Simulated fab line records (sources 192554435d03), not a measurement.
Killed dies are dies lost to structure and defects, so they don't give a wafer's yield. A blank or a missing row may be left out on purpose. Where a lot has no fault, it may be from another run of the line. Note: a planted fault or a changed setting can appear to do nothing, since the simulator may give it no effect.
Chamber matching :: flow n5-finfet :: rie-diel-03 running N5_DUMMY_GATE_STRIP_48: 4 sister chambers
The step strips in N2/H2, time 20 s. 4 wafers are shown with their chamber, then 7 later ones without.

WAFERS PAIRED WITH THEIR CHAMBERS
wafer: L076.1
chamber: 1
showerhead-plenum-p-Torr (Torr): 3.39

wafer: L084.5
chamber: 3
showerhead-plenum-p-Torr (Torr): 3.31

wafer: L084.6
chamber: 0
showerhead-plenum-p-Torr (Torr): 3.26

wafer: L085.5
chamber: 2
showerhead-plenum-p-Torr (Torr): 3.47

WAFERS WITHOUT THEIR CHAMBER
wafer: L085.6
showerhead-plenum-p-Torr (Torr): 3.38

wafer: L088.2
showerhead-plenum-p-Torr (Torr): 3.38

wafer: L088.3
showerhead-plenum-p-Torr (Torr): 3.25

wafer: L088.4
showerhead-plenum-p-Torr (Torr): 3.31

wafer: L097.3
showerhead-plenum-p-Torr (Torr): 3.24

wafer: L097.4
showerhead-plenum-p-Torr (Torr): 3.30

wafer: L097.5
showerhead-plenum-p-Torr (Torr): 3.30

WHICH CHAMBER EACH WENT THROUGH
wafer: L085.6
from the rows above: 1
in truth: 1

wafer: L088.2
from the rows above: 1
in truth: 1

wafer: L088.3
from the rows above: 0
in truth: 0

wafer: L088.4
from the rows above: 3
in truth: 3

wafer: L097.3
from the rows above: 0
in truth: 0

wafer: L097.4
from the rows above: 3
in truth: 3

wafer: L097.5
from the rows above: 3
in truth: 3
Correctly placed: 7 of 7. Not placeable from these rows: 0. Wrongly placed: 0.
How it was worked out, from the rows above alone: a wafer's distance from a chamber is the root of the sum, over the readings, of the square of ((its reading less the chamber's mean) divided by the reading's scatter). If the next closest chamber is less than 2 further off than the closest, the wafer can't be placed; otherwise it belongs to the closest. Each chamber's mean is taken over the wafers shown for it. The scatter: with one shown wafer a chamber, the root of the mean of the squares of how far each hidden wafer lies from its nearest shown one.
